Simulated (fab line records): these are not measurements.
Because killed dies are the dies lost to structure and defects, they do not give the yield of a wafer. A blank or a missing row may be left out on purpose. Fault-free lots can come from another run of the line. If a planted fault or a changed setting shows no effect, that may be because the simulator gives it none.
fab line records	flow n5_finfet	part 1 of 2: steps 1 to 14 of 25
record lots=5	wafers=15	last_day=16
route steps=1938 shown BEOL_M0_CUTY@708 BEOL_M0@715
lots that met no fault: taken from a fault-free run of the same line
start_h: hours from the record's first day to the start of the lot's first wafer shown	wait_h: how many hours have passed since the lot's step before this one	" repeats the value in the row above	L1.1+2: several wafers, shown together as one row	- either no value or no given start	* or withheld: withheld	< > ~ a bound
route shown NAME@n: names a module that has steps shown in the file, with the first one's number in the route	usual: the fault-free wafers' mean and standard deviation	same: alike in all rows	chamber/n: place in a boat	sites: the reading at each site	_std_site: how widely they spread, as a standard deviation	_edge_site: the outer-site mean with the inner-site mean subtracted	radius_mm: how far each site lies from the wafer's centre	mask NAME#n: copy n	behind: the most recent tool/chamber to have shaped the wafer	hold: the reason the lot was held/the length of the hold in hours/how it ended	device: which transistor (n, p or np) failed to switch	end of line: tests run on the same wafers once the route is complete	where a step has no rows: the recipe by itself	killed: count of dies lost to structure and defects at first sort (not the wafer's yield)	map: the dies of a wafer, with x for killed, . for not killed, _ for no die there
set.NAME: the setting the step ran with; set.NAME@STEP: the setting that earlier step ran with	model.NAME: the simulator's own value behind a step, which no gauge read
lots at some steps of the route; a table a step, a row a wafer
services: a tool's chamber out of use, with start hour (start_h, from the record's first day; less than 0 if before it), hours out, and reason
## steps
# step N5_BEOL_M0_CUTY_CD_MEAS_57
# recipe target_cd_nm=200	landing_energy_ev=500	detector=se_inlens	polarity=line
# usual cd_nm=199.6/0.98
lot.wafer	tool	chamber	start_h	wait_h	cd_nm
L076.1	cd_sem-02	0	123.01	-	199.5
L076.2	"	0	"	"	201.3
L076.5	"	0	"	"	200.3
L081.3	cd_sem-01	0	155.08	-	200.1
L081.4	"	0	"	"	200.9
L081.6	"	0	"	"	200.3
L080.1	cd_sem-01	0	157.58	-	200.2
L080.2	"	0	"	"	199.2
L080.3	"	0	"	"	200.3
L086.1	cd_sem-02	0	190.96	-	200.3
L086.3	"	0	"	"	200.4
L086.4	"	0	"	"	199.6
L093.1	cd_sem-01	0	225.30	-	199.4
L093.3	"	0	"	"	199.8
L093.6	"	0	"	"	199.9
# step N5_BEOL_M0_CUTY_OVL_MEAS_58
# recipe points_per_wafer=44
# usual M0_ABLK_OVL=-0.3/0.77
lot.wafer	tool	chamber	start_h	wait_h	M0_ABLK_OVL[nm]
L076.1	overlay-02	0	123.04	0.0	-1.0
L076.2	"	0	"	"	-0.5
L076.5	"	0	"	"	-0.9
L081.3	overlay-01	0	155.11	0.0	-1.1
L081.4	"	0	"	"	-1.0
L081.6	"	0	"	"	-1.4
L080.1	overlay-02	0	157.61	0.0	-0.9
L080.2	"	0	"	"	0.2
L080.3	"	0	"	"	-0.3
L086.1	overlay-02	0	190.99	0.0	-0.5
L086.3	"	0	"	"	-0.8
L086.4	"	0	"	"	1.7
L093.1	overlay-01	0	225.33	0.0	-0.3
L093.3	"	0	"	"	-0.1
L093.6	"	0	"	"	0.4
# step N5_BEOL_M0_CUTY_INSPECT_59
# recipe mode=adi	inspect_instrument=macro
# usual raw_defect_count=2.0/1.4
lot.wafer	tool	chamber	start_h	wait_h	raw_defect_count
L076.1	defect_inspect-02	-	123.06	0.0	1
L076.2	"	-	"	"	3
L076.5	"	-	"	"	1
L081.3	defect_inspect-01	-	155.13	0.0	2
L081.4	"	-	"	"	3
L081.6	"	-	"	"	1
L080.1	defect_inspect-02	-	157.63	0.0	0
L080.2	"	-	"	"	0
L080.3	"	-	"	"	1
L086.1	defect_inspect-01	-	191.01	0.0	2
L086.3	"	-	"	"	5
L086.4	"	-	"	"	2
L093.1	defect_inspect-01	-	225.35	0.0	3
L093.3	"	-	"	"	2
L093.6	"	-	"	"	3
# step N5_BEOL_M0_CUTY_DESCUM_61
# recipe chemistry=O2	time_s=7.9	source_power_w=50	bias_power_w=20	pressure_mtorr=20	rf_frequency_hz=2.712e+07	temp_c=40	resist=CAR-ArF-block	o2_flow_sccm=225
# usual drypump_motor_current_A=5.7/0.32	o2_flow_sccm=224.9/0.73	oes_product_au=0.78/0.077	rf_vpp_V=243.1/1.2	showerhead_plenum_p_Torr=2.09/0.062	throttle_valve_pct=20.4/0.31
# same time_s=7.9
lot.wafer	tool	chamber	start_h	wait_h	drypump_motor_current_A	o2_flow_sccm	oes_product_au	rf_hours_counter_h	rf_vpp_V	showerhead_plenum_p_Torr	throttle_valve_pct
L076.1	rie_diel-01	0	123.10	0.0	5.1	224.8	0.90	15	244.0	2.15	20.3
L076.2	"	1	"	"	5.6	225.5	0.75	176	243.7	2.18	20.8
L076.5	"	1	"	"	5.5	225.1	0.75	-	244.2	2.18	20.8
L081.3	rie_diel-01	2	155.63	0.5	5.9	225.0	0.68	234	241.9	1.96	20.8
L081.4	"	0	"	"	5.1	225.7	0.89	27	243.5	2.15	20.4
L081.6	"	2	"	"	5.8	224.6	0.68	-	241.4	1.96	20.8
L080.1	rie_diel-01	3	157.74	0.1	5.5	223.3	0.87	56	242.3	2.13	20.6
L080.2	"	2	"	"	5.9	225.2	0.69	235	241.9	1.96	20.8
L080.3	"	1	"	"	5.6	225.2	0.75	188	245.1	2.18	20.9
L086.1	rie_diel-06	0	191.24	0.2	5.5	226.1	0.83	54	241.9	2.01	19.8
L086.3	"	3	"	"	6.0	224.7	0.81	104	242.5	2.11	20.3
L086.4	"	2	"	"	5.7	226.8	0.82	-	243.6	2.10	20.5
L093.1	rie_diel-04	2	225.38	0.0	5.5	226.3	0.70	210	244.9	2.12	20.0
L093.3	"	1	"	"	5.4	225.0	0.69	226	242.7	2.08	20.4
L093.6	"	0	"	"	6.2	224.8	0.87	-	243.7	2.13	20.2
# step N5_BEOL_M0_CUTY_ETCH_62
# recipe chemistry=CF4	target=SiARC	mask_material=CAR-ArF-block	time_s=58.5	ion_energy_ev=80	pressure_mtorr=40	source_w=545	bias_w=36	Ar_flow_sccm=100	cf4_flow_sccm=100	ends=cleared
# usual drypump_motor_current_A=5.7/0.32	etch_rf_on_time_s=58.3/2.2	oes_product_au=0.67/0.068	rf_vpp_V=184.2/1	showerhead_plenum_p_Torr=2.15/0.056	throttle_valve_pct=15.60/0.29
lot.wafer	tool	chamber	start_h	wait_h	drypump_motor_current_A	etch_rf_on_time_s	oes_product_au	rf_hours_counter_h	rf_vpp_V	showerhead_plenum_p_Torr	throttle_valve_pct
L076.1	rie_diel-01	0	123.13	0.0	5.1	55.7	0.79	15	182.9	2.19	15.43
L076.2	"	1	"	"	5.6	59.5	0.64	176	185.0	2.22	15.92
L076.5	"	1	"	"	5.6	58.5	0.64	-	184.3	2.22	15.92
L081.3	rie_diel-01	2	155.67	0.0	5.8	60.8	0.58	234	184.9	2.05	16.15
L081.4	"	0	"	"	5.1	55.6	0.77	27	185.2	2.19	15.45
L081.6	"	2	"	"	5.8	60.9	0.57	-	183.8	2.05	16.16
L080.1	rie_diel-01	3	157.78	0.0	5.5	59.0	0.72	56	184.9	2.16	15.61
L080.2	"	2	"	"	5.8	61.3	0.58	235	182.5	2.05	16.15
L080.3	"	1	"	"	5.6	59.4	0.63	188	185.0	2.21	15.92
L086.1	rie_diel-06	0	191.28	0.0	5.6	60.4	0.70	54	183.4	2.09	15.21
L086.3	"	3	"	"	6.1	58.4	0.70	104	183.7	2.16	15.42
L086.4	"	2	"	"	5.7	55.0	0.72	-	184.3	2.18	15.83
L093.1	rie_diel-04	2	225.42	0.0	5.5	55.7	0.61	210	186.2	2.21	15.47
L093.3	"	1	"	"	5.4	60.2	0.59	226	183.2	2.12	15.64
L093.6	"	0	"	"	6.2	56.3	0.73	-	184.1	2.17	15.30
# step N5_BEOL_M0_CUTY_ETCH_63
# recipe chemistry=N2/H2	target=SOC	target_depth_a=827	overetch_a=165	mask_material=SiARC	temp_c=40	ion_energy_ev=200	time_s=124	pressure_mtorr=30	source_w=840	bias_w=150	n2_flow_sccm=200	h2_flow_sccm=200
# usual drypump_motor_current_A=5.7/0.32	oes_product_au=0.64/0.059	rf_vpp_V=524.0/2.2	showerhead_plenum_p_Torr=2.55/0.076	throttle_valve_pct=17.82/0.26
# same time_s=124
lot.wafer	tool	chamber	start_h	wait_h	drypump_motor_current_A	oes_product_au	rf_hours_counter_h	rf_vpp_V	showerhead_plenum_p_Torr	throttle_valve_pct
L076.1	rie_diel-01	0	123.18	0.0	5.1	0.74	15	524.2	2.64	17.86
L076.2	"	1	"	"	5.6	0.61	176	526.6	2.65	18.32
L076.5	"	1	"	"	5.6	0.61	-	527.6	2.65	18.32
L081.3	rie_diel-01	2	155.71	0.0	5.9	0.57	234	519.1	2.41	18.28
L081.4	"	0	"	"	5.1	0.72	27	524.9	2.63	17.88
L081.6	"	2	"	"	5.9	0.57	-	519.2	2.41	18.29
L080.1	rie_diel-01	3	157.82	0.0	5.5	0.70	56	526.1	2.58	17.89
L080.2	"	2	"	"	5.8	0.56	235	519.9	2.41	18.27
L080.3	"	1	"	"	5.6	0.61	188	526.2	2.65	18.33
L086.1	rie_diel-06	0	191.33	0.0	5.5	0.68	54	523.5	2.51	17.69
L086.3	"	3	"	"	6.0	0.67	104	524.4	2.56	17.62
L086.4	"	2	"	"	5.7	0.67	-	525.3	2.55	17.84
L093.1	rie_diel-04	2	225.47	0.0	5.5	0.57	210	525.8	2.63	17.68
L093.3	"	1	"	"	5.4	0.57	226	522.2	2.50	17.61
L093.6	"	0	"	"	6.2	0.70	-	524.3	2.59	17.65
# step N5_BEOL_M0_CUTY_STRIP_64
# recipe chemistry=N2/H2	temp_c=40	n2_flow_sccm=200	h2_flow_sccm=200	rf_frequency_hz=6e+07
lot.wafer	tool	chamber	start_h	wait_h
L076.1+2+5	rie_diel-01	0,1,1	123.29	0.1
L081.3+4+6	rie_diel-01	2,0,2	155.83	0.1
L080.1+2+3	rie_diel-01	3,2,1	157.94	0.1
L086.1+3+4	rie_diel-06	0,3,2	191.44	0.1
L093.1+3+6	rie_diel-04	2,1,0	225.58	0.1
# step N5_BEOL_M0_ETCH_138
# recipe chemistry=CH3F/O2	target_depth_a=120	target=SiCN	time_s=31.6	ion_energy_ev=120	pressure_mtorr=30	source_w=395	bias_w=75	Ar_flow_sccm=150	CH3F_flow_sccm=30	O2_flow_sccm=20	ends=cleared
# usual drypump_motor_current_A=5.7/0.31	etch_rf_on_time_s=29.2/1	oes_product_au=0.67/0.067	rf_vpp_V=297.4/1.3	showerhead_plenum_p_Torr=2.01/0.047	throttle_valve_pct=16.30/0.3
lot.wafer	tool	chamber	start_h	wait_h	drypump_motor_current_A	etch_rf_on_time_s	oes_product_au	rf_hours_counter_h	rf_vpp_V	showerhead_plenum_p_Torr	throttle_valve_pct
L076.1	rie_diel-01	0	123.30	0.0	5.1	28.1	0.78	15	297.7	2.04	16.06
L076.2	"	1	"	"	5.6	29.1	0.64	176	299.2	2.06	16.52
L076.5	"	1	"	"	5.6	29.9	0.64	-	297.2	2.06	16.53
L081.3	rie_diel-01	2	155.84	0.0	5.8	31.2	0.58	234	297.4	1.92	16.94
L081.4	"	0	"	"	5.1	29.3	0.76	27	297.6	2.03	16.08
L081.6	"	2	"	"	5.8	31.2	0.58	-	294.7	1.92	16.92
L080.1	rie_diel-01	3	157.95	0.0	5.5	26.8	0.73	56	296.9	2.01	16.28
L080.2	"	2	"	"	5.9	29.2	0.57	235	294.8	1.92	16.93
L080.3	"	1	"	"	5.6	28.1	0.63	188	297.6	2.05	16.54
L086.1	rie_diel-06	0	191.45	0.0	5.5	29.7	0.71	54	296.3	1.95	15.84
L086.3	"	3	"	"	6.0	29.0	0.70	104	296.5	2.02	16.14
L086.4	"	2	"	"	5.7	28.1	0.71	-	297.4	2.03	16.51
L093.1	rie_diel-04	2	225.59	0.0	5.5	28.9	0.60	210	298.8	2.06	16.17
L093.3	"	1	"	"	5.4	29.8	0.58	226	295.9	1.98	16.32
L093.6	"	0	"	"	6.2	28.6	0.73	-	297.3	2.02	15.98
# step N5_BEOL_M0_HM_OPEN_105
# recipe chemistry=Cl2/BCl3	target_depth_a=120	target=TiN	ion_energy_ev=150	pressure_mtorr=10	icp_w=1000	bias_w=126	Cl2_flow_sccm=53.25	bcl3_flow_sccm=21.75	Ar_flow_sccm=25
# usual bcl3_flow_sccm=21.75/0.068	drypump_motor_current_A=5.6/0.32	oes_product_au=0.85/0.1	throttle_valve_pct=22.08/0.19
lot.wafer	tool	chamber	start_h	wait_h	bcl3_flow_sccm	drypump_motor_current_A	oes_product_au	rf_hours_counter_h	throttle_valve_pct
L076.1	rie_metal-01	0	123.47	0.1	21.77	6.3	0.90	6	21.83
L076.2	"	1	"	"	21.73	5.6	0.98	2	22.14
L076.5	"	1	"	"	21.77	5.6	0.97	-	22.16
L081.3	rie_metal-01	0	157.82	1.9	21.88	6.3	0.88	-	21.83
L081.4	"	1	"	"	21.75	5.6	0.94	-	22.17
L081.6	"	0	"	"	21.83	6.3	0.88	-	21.86
L080.1	rie_metal-03	1	159.45	1.5	21.75	5.5	0.91	10	22.29
L080.2	"	0	"	"	21.73	5.2	0.59	134	22.33
L080.3	"	0	"	"	21.65	5.2	0.59	-	22.32
L086.1	rie_metal-03	0	193.93	2.4	21.84	5.2	0.97	0	21.94
L086.3	"	1	"	"	21.83	5.5	0.88	-	22.32
L086.4	"	0	"	"	21.80	5.2	0.97	-	21.93
L093.1	rie_metal-01	1	227.32	1.7	21.67	5.6	0.89	12	22.18
L093.3	"	1	"	"	21.67	5.6	0.90	-	22.18
L093.6	"	0	"	"	21.83	6.3	0.84	-	21.88
# step N5_BEOL_M0_STRIP_140
# recipe chemistry=CF4	resist=SiARC	power_w=300	bias_power_w=75	pressure_mtorr=50	cf4_flow_sccm=150	rf_frequency_hz=6e+07
# usual drypump_motor_current_A=5.7/0.31	oes_product_au=0.78/0.069	rf_vpp_V=271.3/1.5	showerhead_plenum_p_Torr=1.81/0.05	throttle_valve_pct=13.56/0.27
lot.wafer	tool	chamber	start_h	wait_h	drypump_motor_current_A	oes_product_au	rf_hours_counter_h	rf_vpp_V	showerhead_plenum_p_Torr	throttle_valve_pct
L076.1	rie_diel-06	2	123.64	0.1	5.6	0.84	64	270.7	1.83	13.72
L076.2	"	1	"	"	5.9	0.68	230	272.7	1.85	13.92
L076.5	"	2	"	"	5.7	0.84	-	271.6	1.83	13.70
L081.3	rie_diel-06	1	157.94	0.1	5.9	0.67	243	274.9	1.84	13.93
L081.4	"	2	"	"	5.6	0.82	-	272.1	1.83	13.75
L081.6	"	3	"	"	6.0	0.82	-	272.6	1.81	13.36
L080.1	rie_diel-01	3	159.65	0.1	5.5	0.84	56	272.6	1.82	13.61
L080.2	"	2	"	"	5.8	0.69	235	270.0	1.70	14.07
L080.3	"	1	"	"	5.5	0.73	189	271.7	1.87	13.97
L086.1	rie_diel-06	0	194.36	0.4	5.6	0.82	55	270.1	1.75	13.20
L086.3	"	2	"	"	5.6	0.79	91	273.2	1.82	13.76
L086.4	"	2	"	"	5.7	0.80	-	271.9	1.82	13.76
L093.1	rie_diel-04	2	227.49	0.1	5.5	0.69	211	273.0	1.85	13.48
L093.3	"	1	"	"	5.4	0.69	227	269.3	1.78	13.65
L093.6	"	2	"	"	5.5	0.69	-	273.6	1.85	13.51
# step N5_BEOL_M0_STRIP_104
# recipe chemistry=N2/H2	power_w=450	temp_c=40	pressure_mtorr=20	rf_frequency_hz=6e+07	overash_fraction=0.3	bias_power_w=7	h2_frac=0.5	n2_flow_sccm=200	h2_flow_sccm=200
# usual drypump_motor_current_A=5.7/0.31	oes_product_au=0.79/0.074	rf_vpp_V=59.2/1.5	showerhead_plenum_p_Torr=2.56/0.07	throttle_valve_pct=23.7/0.31
lot.wafer	tool	chamber	start_h	wait_h	drypump_motor_current_A	oes_product_au	rf_hours_counter_h	rf_vpp_V	showerhead_plenum_p_Torr	throttle_valve_pct
L076.1	rie_diel-06	2	123.66	0.0	5.7	0.85	64	59.1	2.56	23.6
L076.2	"	1	"	"	5.9	0.68	230	56.1	2.60	23.7
L076.5	"	2	"	"	5.7	0.84	-	57.6	2.55	23.6
L081.3	rie_diel-06	1	157.96	0.0	5.9	0.67	243	60.1	2.60	23.7
L081.4	"	2	"	"	5.6	0.84	-	58.1	2.55	23.6
L081.6	"	3	"	"	6.0	0.82	-	60.7	2.56	23.3
L080.1	rie_diel-01	3	159.67	0.0	5.5	0.86	56	59.8	2.58	23.8
L080.2	"	2	"	"	5.8	0.68	235	60.7	2.40	24.0
L080.3	"	1	"	"	5.5	0.74	189	58.2	2.64	24.3
L086.1	rie_diel-06	0	194.38	0.0	5.6	0.83	55	61.2	2.50	23.7
L086.3	"	2	"	"	5.6	0.82	91	59.0	2.54	23.6
L086.4	"	2	"	"	5.7	0.81	-	60.0	2.54	23.7
L093.1	rie_diel-04	2	227.51	0.0	5.5	0.70	211	57.7	2.63	23.5
L093.3	"	1	"	"	5.4	0.68	227	58.1	2.50	23.2
L093.6	"	2	"	"	5.5	0.69	-	61.0	2.63	23.5
# step N5_BEOL_M0_WET_ETCH_106
# recipe chemistry=DHF	dilution=10:1	temp_c=25	target=SiO2	target_depth_a=1300	dry=ipa_marangoni	rinse_time_s=30	rinse_temp_c=23
# usual rinse_temp_c=22.99/0.11
lot.wafer	tool	chamber	start_h	wait_h	rinse_temp_c
L076.1	wet_bench-03	5	123.73	-	22.76
L076.2	"	2	"	"	22.90
L076.5	"	3	"	"	23.26
L081.3	wet_bench-06	6	158.03	-	22.99
L081.4	"	2	"	"	23.04
L081.6	"	3	"	"	22.87
L080.1	wet_bench-04	2	159.74	-	23.21
L080.2	"	4	"	"	22.96
L080.3	"	0	"	"	22.83
L086.1	wet_bench-03	0	194.48	-	22.98
L086.3	"	7	"	"	22.94
L086.4	"	1	"	"	23.05
L093.1	wet_bench-06	7	227.58	-	22.99
L093.3	"	5	"	"	23.13
L093.6	"	6	"	"	22.91
# step N5_BEOL_M0_ETCH_128
# recipe chemistry=CF4/N2	target_depth_a=120	overetch_a=51	target=SiCN	time_s=21.4	ion_energy_ev=150	pressure_mtorr=40	source_w=430	bias_w=70	Ar_flow_sccm=100	cf4_flow_sccm=60	n2_flow_sccm=60
# usual drypump_motor_current_A=5.7/0.31	oes_product_au=0.55/0.053	rf_vpp_V=382.6/1.8	showerhead_plenum_p_Torr=2.22/0.06	throttle_valve_pct=15.42/0.28
# same time_s=21.4
lot.wafer	tool	chamber	start_h	wait_h	drypump_motor_current_A	oes_product_au	rf_hours_counter_h	rf_vpp_V	showerhead_plenum_p_Torr	throttle_valve_pct
L076.1	rie_diel-06	1	123.79	0.0	5.9	0.47	230	384.2	2.28	15.74
L076.2	"	2	"	"	5.6	0.58	64	382.3	2.24	15.55
L076.5	"	0	"	"	5.6	0.60	-	380.9	2.17	15.01
L081.3	rie_diel-04	1	158.09	0.0	5.4	0.50	207	382.2	2.19	15.39
L081.4	"	2	"	"	5.5	0.50	189	384.5	2.28	15.25
L081.6	"	3	"	"	6.2	0.55	-	381.5	2.14	15.20
L080.1	rie_diel-06	3	159.95	0.2	6.1	0.55	92	382.4	2.23	15.25
L080.2	"	1	"	"	5.9	0.46	244	383.7	2.27	15.77
L080.3	"	2	"	"	5.6	0.56	78	384.3	2.24	15.58
L086.1	rie_diel-01	3	194.53	0.0	5.5	0.57	70	382.8	2.22	15.46
L086.3	"	1	"	"	5.6	0.50	199	383.7	2.28	15.80
L086.4	"	2	"	"	5.9	0.46	249	379.7	2.10	16.01
L093.1	rie_diel-04	2	227.92	0.3	5.5	0.47	211	383.1	2.27	15.30
L093.3	"	3	"	"	6.2	0.53	96	380.3	2.13	15.25
L093.6	"	0	"	"	6.2	0.58	-	383.6	2.23	15.10
# step N5_BEOL_M0_TRENCH_ETCH_107
# recipe chemistry=C4F6/O2	target_depth_a=328	target=SiOC	time_s=16.4	ion_energy_ev=250	pressure_mtorr=30	source_w=355	bias_w=185	Ar_flow_sccm=300	C4F6_flow_sccm=10	O2_flow_sccm=10
# usual drypump_motor_current_A=5.7/0.31	oes_product_au=0.79/0.076	rf_vpp_V=669/21	showerhead_plenum_p_Torr=2.86/0.07	throttle_valve_pct=20.9/0.31
# same time_s=16.4
lot.wafer	tool	chamber	start_h	wait_h	drypump_motor_current_A	oes_product_au	rf_hours_counter_h	rf_vpp_V	showerhead_plenum_p_Torr	throttle_valve_pct
L076.1	rie_diel-06	1	123.83	0.0	5.9	0.69	230	655	2.95	21.2
L076.2	"	2	"	"	5.7	0.87	64	672	2.91	21.1
L076.5	"	0	"	"	5.5	0.86	-	712	2.79	20.4
L081.3	rie_diel-04	1	158.13	0.0	5.4	0.70	207	686	2.83	20.8
L081.4	"	2	"	"	5.5	0.73	189	638	2.94	20.6
L081.6	"	3	"	"	6.1	0.80	-	671	2.80	20.9
L080.1	rie_diel-06	3	159.99	0.0	6.1	0.82	92	639	2.87	20.7
L080.2	"	1	"	"	5.9	0.68	244	656	2.95	21.2
L080.3	"	2	"	"	5.7	0.85	78	671	2.90	21.1
L086.1	rie_diel-01	3	194.58	0.0	5.5	0.83	70	684	2.85	20.8
L086.3	"	1	"	"	5.6	0.72	199	683	2.91	21.1
L086.4	"	2	"	"	5.8	0.66	249	657	2.73	21.5
L093.1	rie_diel-04	2	227.96	0.0	5.5	0.70	211	638	2.93	20.7
L093.3	"	3	"	"	6.2	0.77	96	670	2.79	20.9
L093.6	"	0	"	"	6.2	0.86	-	692	2.88	20.5
